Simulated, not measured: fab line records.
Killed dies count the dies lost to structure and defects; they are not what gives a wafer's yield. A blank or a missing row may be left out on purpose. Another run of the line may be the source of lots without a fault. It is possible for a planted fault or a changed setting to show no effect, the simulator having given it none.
Matching of chambers | flow n5-finfet | 3 sister chambers for N5_BEOL_M10_CURE_72 on uv-cure-01
The step cures SiCOH lowk, time 120 s. 6 wafers are shown with their chamber, then 11 later ones without.

== WAFERS WITH THEIR CHAMBER ==
wafer  | chamber | wafer_temp_C_max | lamp-power-pct (%)
L085.2 | 1       | 372.1            | 52.31
L085.3 | 1       | 372.2            | 52.32
L088.5 | 0       | 371.2            | 52.29
L090.3 | 2       | 371.7            | 52.34
L090.4 | 2       | 372.2            | 52.35
L093.1 | 0       | 371.6            | 52.44

== WAFERS WITH NO CHAMBER GIVEN ==
wafer  | wafer_temp_C_max | lamp-power-pct (%)
L093.3 | 371.5            | 52.30
L093.6 | 370.9            | 52.35
L091.1 | 372.7            | 52.36
L091.3 | 372.6            | 52.32
L091.6 | 372.2            | 52.34
L095.2 | 371.4            | 52.41
L095.3 | 371.5            | 52.25
L095.6 | 371.4            | 52.27
L096.4 | 372.1            | 52.27
L096.5 | 371.9            | 52.39
L096.6 | 371.3            | 52.31

== THE CHAMBER EACH PASSED THROUGH ==
wafer  | from the rows above          | in truth
L093.3 | can't be placed: 0 or 2 or 1 | 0
L093.6 | 0                            | 0
L091.1 | can't be placed: 1 or 2      | 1
L091.3 | can't be placed: 1 or 2      | 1
L091.6 | can't be placed: 1 or 2      | 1
L095.2 | can't be placed: 0 or 2      | 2
L095.3 | can't be placed: 0 or 2 or 1 | 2
L095.6 | can't be placed: 0 or 2 or 1 | 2
L096.4 | can't be placed: 1 or 2      | 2
L096.5 | can't be placed: 2 or 1 or 0 | 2
L096.6 | can't be placed: 0 or 2      | 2
1 of 11 placed correctly. These rows do not allow placing 10 (true chamber among the candidates in 10). Number placed wrongly: 0.
How it was worked out, from the rows above alone: a wafer's distance from a chamber is the root of the sum, over the readings, of the square of ((its reading less the chamber's mean) divided by the reading's scatter). The wafer belongs to the nearest chamber; if the next one is less than 2 further off, it can't be placed. The mean given for a chamber averages the wafers shown for that chamber. The scatter: take each reading less its chamber's mean, square it, sum over the shown wafers, divide by the number of wafers less the number of chambers, and take the root.
